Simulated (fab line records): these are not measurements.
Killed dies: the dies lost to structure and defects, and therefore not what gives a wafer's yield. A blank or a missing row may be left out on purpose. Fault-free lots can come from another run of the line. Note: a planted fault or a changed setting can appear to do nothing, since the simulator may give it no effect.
Commonality check across tools | flow n5_finfet | Sampled: 10 lots, 28 wafers

== WHY THIS WAS OPENED ==
On 2 of the 10 lots, a flag is raised at N5_FIN_SAQP_INSPECT_40 on the reading raw_defect_count. No-fault wafers: 242, standard deviation 66.
Rule: a lot gets a flag if all its wafers with a number sit over 4 standard deviations from that mean, or if no wafer of it has a number. All remaining lots are regarded as sound.

lot  | measured    | on                | raw_defect_count, wafer by wafer | flag
L122 | day 2 04:16 | defect_inspect-01 | 249 324 225                      |
L127 | day 3 09:29 | defect_inspect-02 | 231 178 249                      |
L129 | day 3 22:56 | defect_inspect-01 | 375 272                          |
L130 | day 4 03:34 | defect_inspect-02 | 312 261                          |
L136 | day 5 14:15 | defect_inspect-01 | 240 239 169                      |
L137 | day 5 20:47 | defect_inspect-01 | 228 212 213                      |
L138 | day 6 02:50 | defect_inspect-01 | 670 659 564                      | FLAGGED
L139 | day 6 08:35 | defect_inspect-01 | 240 185 160                      |
L141 | day 7 00:26 | defect_inspect-01 | 601 568 642                      | FLAGGED
L145 | day 7 20:34 | defect_inspect-01 | 237 204 326                      |
On average the flagged lots' numbers are 617, which is +375 against the usual, or +6 standard deviations.

== LOT BY LOT: THE TOOL USED ==
4 process steps preceding the reading are held in the record, out of 1938 steps in the route. In each cell: the tool, then ch and the chambers that the sampled wafers went through, then the start.
lot  | flag    | N5_FIN_SAQP_DENSIFY_62          | N5_FIN_SAQP_PECVD_06           | N5_FIN_SAQP_HM_DEP_72          | N5_FIN_SAQP_ETCH_52
L122 |         | rtp_anneal-02 ch 0, day 1 22:28 | pecvd-03 ch 0,1,2, day 1 22:57 | pecvd-01 ch 0,1,2, day 1 23:05 | rie_diel-06 ch 1,3, day 1 23:44
L127 |         | rtp_anneal-01 ch 0, day 3 04:02 | pecvd-03 ch 0,2, day 3 04:27   | pecvd-02 ch 0,2, day 3 04:34   | rie_diel-01 ch 0,2,3, day 3 05:13
L129 |         | rtp_anneal-02 ch 0, day 3 15:42 | pecvd-03 ch 0,1, day 3 16:02   | pecvd-03 ch 1,2, day 3 16:09   | rie_diel-01 ch 0,3, day 3 16:41
L130 |         | rtp_anneal-02 ch 0, day 3 22:00 | pecvd-03 ch 2, day 3 22:26     | pecvd-02 ch 0, day 3 22:34     | rie_diel-01 ch 2,3, day 3 23:12
L136 |         | rtp_anneal-01 ch 0, day 5 08:57 | pecvd-03 ch 0,1,2, day 5 09:22 | pecvd-01 ch 0,1,2, day 5 09:31 | rie_diel-05 ch 1,2,3, day 5 10:01
L137 |         | rtp_anneal-01 ch 0, day 5 14:37 | pecvd-01 ch 0,1,2, day 5 14:58 | pecvd-02 ch 0,1,2, day 5 15:05 | rie_diel-06 ch 0,2,3, day 5 16:18
L138 | FLAGGED | rtp_anneal-01 ch 0, day 5 21:29 | pecvd-03 ch 0,1,2, day 5 21:54 | pecvd-02 ch 0,1,2, day 5 22:02 | rie_diel-06 ch 0,1,2, day 5 22:40
L139 |         | rtp_anneal-02 ch 0, day 6 03:02 | pecvd-01 ch 1,2, day 6 03:28   | pecvd-01 ch 0,1, day 6 03:35   | rie_diel-06 ch 1,3, day 6 04:13
L141 | FLAGGED | rtp_anneal-02 ch 0, day 6 17:33 | pecvd-03 ch 0,2, day 6 17:58   | pecvd-02 ch 0,1, day 6 18:07   | rie_diel-01 ch 0,2, day 6 19:26
L145 |         | rtp_anneal-02 ch 0, day 7 15:19 | pecvd-02 ch 0,1,2, day 7 15:44 | pecvd-03 ch 0,2, day 7 15:52   | rie_diel-05 ch 0,1,3, day 7 16:30
What is done by these steps:
- N5_FIN_SAQP_DENSIFY_62: time 60 s.
- N5_FIN_SAQP_PECVD_06: deposits a-Si from SiH4/He, target thk 60 nm, time 48.1 s.
- N5_FIN_SAQP_HM_DEP_72: deposits SiO2 from SiH4/N2O, target thk 12 nm, time 7.2 s.
- N5_FIN_SAQP_ETCH_52: etches SOC in N2/H2, target depth 100 nm, overetch 20 nm, time 150 s.
- N5_FIN_SAQP_INSPECT_40: inspects for defects (brightfield).

== FLAGGED OVER TOTAL, TOOL BY TOOL (the gauges that took the reading come last) ==
step                   | tool              | lots run | flagged | share of the flagged lots | sound lots run after its first flagged lot
N5_FIN_SAQP_DENSIFY_62 | rtp_anneal-01     | 4        | 1       | some                      | 0
N5_FIN_SAQP_DENSIFY_62 | rtp_anneal-02     | 6        | 1       | some                      | 1 (L145)
N5_FIN_SAQP_PECVD_06   | pecvd-01          | 2        | 0       | none                      | -
N5_FIN_SAQP_PECVD_06   | pecvd-02          | 1        | 0       | none                      | -
N5_FIN_SAQP_PECVD_06   | pecvd-03          | 7        | 2       | all                       | 0
N5_FIN_SAQP_HM_DEP_72  | pecvd-01          | 3        | 0       | none                      | -
N5_FIN_SAQP_HM_DEP_72  | pecvd-02          | 5        | 2       | all                       | 0
N5_FIN_SAQP_HM_DEP_72  | pecvd-03          | 2        | 0       | none                      | -
N5_FIN_SAQP_ETCH_52    | rie_diel-01       | 4        | 1       | some                      | 0
N5_FIN_SAQP_ETCH_52    | rie_diel-05       | 2        | 0       | none                      | -
N5_FIN_SAQP_ETCH_52    | rie_diel-06       | 4        | 1       | some                      | 1 (L139)
N5_FIN_SAQP_INSPECT_40 | defect_inspect-01 | 8        | 2       | all                       | 2 (L139,L145)
N5_FIN_SAQP_INSPECT_40 | defect_inspect-02 | 2        | 0       | none                      | -

== WHAT THE TABLE ALLOWS ==
3 rows of the table ran every flagged lot: pecvd-03 at N5_FIN_SAQP_PECVD_06, pecvd-02 at N5_FIN_SAQP_HM_DEP_72, defect_inspect-01 at N5_FIN_SAQP_INSPECT_40.
- pecvd-03 at N5_FIN_SAQP_PECVD_06 ran 7 lots, 2 of them flagged. Last sound lot L136 at day 5 09:22, first flagged lot L138 at day 5 21:54; a fault beginning in between fits.
- pecvd-02 at N5_FIN_SAQP_HM_DEP_72 ran 5 lots, 2 of them flagged. Last sound lot L137 at day 5 15:05, first flagged lot L138 at day 5 22:02; a fault beginning in between fits.
- defect_inspect-01 at N5_FIN_SAQP_INSPECT_40 ran 8 lots, 2 of them flagged. Sound lots ran on it after the first flagged one (L139, L145), which a lasting fault on the whole tool wouldn't allow.
A lot count leaves these 2 tools indistinguishable: every one of them fits a fault beginning at some hour. More lots, or a look at what each step does to the wafer, might.

== WHAT THE SIMULATOR HAD INSERTED ==
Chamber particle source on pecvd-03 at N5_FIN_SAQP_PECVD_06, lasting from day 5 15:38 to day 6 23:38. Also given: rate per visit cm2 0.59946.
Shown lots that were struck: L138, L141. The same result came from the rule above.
